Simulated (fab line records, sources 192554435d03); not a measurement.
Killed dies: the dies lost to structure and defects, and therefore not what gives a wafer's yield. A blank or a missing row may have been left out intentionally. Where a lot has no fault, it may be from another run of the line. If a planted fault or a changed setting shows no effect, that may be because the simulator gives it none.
Lot-split experiment -- flow n5Finfet -- 7 lots, 21 wafers read, on a route of 1938 steps

== THE SPLIT ITSELF ==
At N5_BEOL_M13_TRENCH_ETCH_34 (etches SiOC in C4F8/O2/Ar, target depth 413.47 nm, time 162.6 s), the setting timeS was moved away from the recipe's 162.6 s on 9 of the 21 wafers read, by -16.2% to +9.5%. For the rest of the wafers, this setting stayed at what the recipe calls for.

== FROM THE SPLIT TO THE READING: what the file shows between them, 10 steps ==
- N5_BEOL_M13_STRIP_70: strips in C4F8/O2/Ar
- N5_BEOL_M13_OCD_MEAS_35
- N5_BEOL_M13_SPUTTER_44: material Ta, target thk 10 nm, time 16.13 s (also split here: timeS)
- N5_BEOL_M13_SPUTTER_45: material Cu, target thk 80 nm, time 13.33 s
- N5_BEOL_M13_ECD_47: material Cu, target thk 936 nm
- N5_BEOL_M13_ANNEAL_48: time 90 s
- N5_BEOL_M13_CMP_49: polishes, stops on SiOC, t overpolish 17.1 s, target thk 420 nm
- N5_BEOL_M13_THK_MEAS_50: measures by xrf
- N5_BEOL_M13_PRE_CLEAN_52: time 15 s
- N5_BEOL_M13_DEP_53: deposits SiCN from 3MS/NH3, target thk 50 nm, time 17.8 s

== THE READING ==
M13_RS, in ohm/sq, at N5_BEOL_M13_RS_MEAS_54 (measures by four-point-probe). On this fab line, fault-free wafers typically give 0.0450 ohm/sq with a standard deviation of 0.00055 ohm/sq.

wafer,"tool, chamber at the split","timeS as run, s",against the recipe,"M13_RS, ohm/sq",against lot-mates on the recipe
L079.1,"rieDiel-02, 0",162.6,recipe,0.0446,-
L079.4,"rieDiel-02, 2",139.7,-14.1%,0.0526,+0.0080
L079.6,"rieDiel-02, 0",139.7,-14.1%,0.0515,+0.0069
L080.1,"rieDiel-06, 1",162.6,recipe,0.0452,-
L080.5,"rieDiel-06, 0",162.6,recipe,0.0442,-
L080.6,"rieDiel-06, 1",162.6,recipe,0.0458,-
L082.1,"rieDiel-02, 0",162.6,recipe,0.0449,-
L082.2,"rieDiel-02, 2",162.6,recipe,0.0450,-
L082.6,"rieDiel-02, 1",174.3,+7.2%,0.0418,-0.0032
L084.2,"rieDiel-03, 0",162.6,recipe,0.0458,-
L084.3,"rieDiel-03, 3",136.2,-16.2%,0.0546,+0.0088
L084.4,"rieDiel-03, 2",136.2,-16.2%,0.0539,+0.0081
L089.3,"rieDiel-02, 3",162.6,recipe,0.0452,-
L089.4,"rieDiel-02, 1",162.6,recipe,0.0445,-
L089.5,"rieDiel-02, 0",177.3,+9.0%,0.0409,-0.0040
L087.1,"rieDiel-06, 0",178,+9.5%,0.0403,-0.0038
L087.4,"rieDiel-06, 0",162.6,recipe,0.0441,-
L087.6,"rieDiel-06, 3",178,+9.5%,0.0408,-0.0033
L095.1,"rieDiel-03, 0",162.6,recipe,0.0454,-
L095.3,"rieDiel-03, 3",149.2,-8.2%,0.0490,+0.0037
L095.6,"rieDiel-03, 0",162.6,recipe,0.0452,-

THE FIT
A straight line over all 21 wafers: M13_RS changes by -0.000515 ohm/sq for each +1% of timeS; r = -0.99; the points scatter about the line by 0.00059 ohm/sq.
The same after taking each lot's own level away (the mean of its wafers on the recipe; 21 wafers): -0.000485 ohm/sq for each +1%; r = -0.99; scatter 0.00053 ohm/sq.
That fit puts the effect of the largest move of timeS on the reading at 0.0079 ohm/sq.
The lots' own levels span 0.04410 to 0.04580 ohm/sq, that is 3.1 times the standard deviation above.
Consequently the slope shifts little with the lot-to-lot level, the two slopes agreeing.
Check: +0.00791 ohm/sq against its lot-mates is what the line predicts for one of the wafers moved furthest among these (-16.2%) when that wafer is left out of the fit. Against them it came out at +0.0088 ohm/sq.

== ADDITIONAL SPLITS CARRIED BY THESE WAFERS ==
Other splits were also applied to these wafers ahead of the reading. Each is held against what the fit with the lots' levels taken away leaves over:
other split on the same wafers,wafers away from the commonest value,r with M13_RS (lot level and that fit taken away)
N5_BEOL_M10_COAT_64 spinRpm,10,+0.14
N5_BEOL_M11_ETCH_41 timeS,5,+0.32
N5_BEOL_M13_SPUTTER_44 timeS,4,-0.30

== THE WHOLE CHAIN: every reading that the file lists as answering this split, in the file's order ==
step,what it does,reading,change (the file's fit),r (the file's)
N5_BEOL_M13_TRENCH_ETCH_34,"etches SiOC in C4F8/O2/Ar, target depth 413.47 nm, time 162.6 s","etch.depthNm (the simulator's own value, which no gauge read)",+4 nm for each +1% of the setting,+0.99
N5_BEOL_M13_OCD_MEAS_35,,trenchDepthNm,+3.99 nm for each +1% of the setting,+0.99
N5_BEOL_M13_CMP_49,"polishes, stops on SiOC, t overpolish 17.1 s, target thk 420 nm","Cu_of_BEOL_M13_ECD_47.thkNm (the simulator's own value, which no gauge read)",+4 nm for each +1% of the setting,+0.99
N5_BEOL_M13_THK_MEAS_50,measures by xrf,M13_THK,+3.92 for each +1% of the setting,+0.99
N5_BEOL_M13_RS_MEAS_54,measures by four-point-probe,M13_RS,-0.000486 for each +1% of the setting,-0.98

== FILE'S OWN FIT ==
M13_RS changes by -0.000486 ohm/sq for each +1% of timeS, r = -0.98.
